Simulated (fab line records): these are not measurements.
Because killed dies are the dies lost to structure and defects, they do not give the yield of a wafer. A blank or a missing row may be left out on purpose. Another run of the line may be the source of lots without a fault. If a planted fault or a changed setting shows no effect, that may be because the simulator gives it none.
Chamber matching | flow n5-finfet | N5_BEOL_M15_STRIP_36 on rie-diel-02: 4 sister chambers
The step strips in O2. 8 wafers are shown with their chamber, then 12 later ones without.

WAFERS PAIRED WITH THEIR CHAMBERS
wafer  | chamber | drypump-motor-current-A (A) | throttle-valve-pct (%)
L085.4 | 2       | 5.5                         | 16.86
L088.1 | 1       | 5.5                         | 16.51
L089.1 | 3       | 5.7                         | 16.38
L089.2 | 1       | 5.4                         | 16.51
L089.3 | 0       | 5.5                         | 16.62
L089.4 | 2       | 5.5                         | 16.87
L089.5 | 3       | 5.6                         | 16.38
L089.6 | 0       | 5.5                         | 16.63

WAFERS MISSING THEIR CHAMBER
wafer  | drypump-motor-current-A (A) | throttle-valve-pct (%)
L086.2 | 5.5                         | 16.66
L086.4 | 5.6                         | 16.90
L086.6 | 5.7                         | 16.36
L096.2 | 5.5                         | 16.53
L096.3 | 5.7                         | 16.37
L096.4 | 5.5                         | 16.51
L095.1 | 5.6                         | 16.52
L095.2 | 5.5                         | 16.69
L095.3 | 5.4                         | 16.52
L095.4 | 5.7                         | 16.39
L095.5 | 5.6                         | 16.55
L095.6 | 5.4                         | 16.54

CHAMBER TAKEN BY EACH
wafer  | from the rows above | in truth
L086.2 | 0                   | 0
L086.4 | 2                   | 2
L086.6 | 3                   | 3
L096.2 | 1                   | 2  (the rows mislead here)
L096.3 | 3                   | 3
L096.4 | 1                   | 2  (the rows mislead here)
L095.1 | 1                   | 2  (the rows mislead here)
L095.2 | 0                   | 0
L095.3 | 1                   | 1
L095.4 | 3                   | 3
L095.5 | 1                   | 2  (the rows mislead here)
L095.6 | 1                   | 1
8 of 12 placed correctly. Left unplaced by these rows: 0. Number placed wrongly: 4.
How it was worked out, from the rows above alone: a wafer's distance from a chamber is the root of the sum, over the readings, of the square of ((its reading less the chamber's mean) divided by the reading's scatter). If the next closest chamber is less than 2 further off than the closest, the wafer can't be placed; otherwise it belongs to the closest. A chamber's mean is the mean of its shown wafers. How the scatter is found: for the shown wafers, subtract from each reading the mean of its chamber, square and add these, divide the total by (wafers less chambers), then take the root.
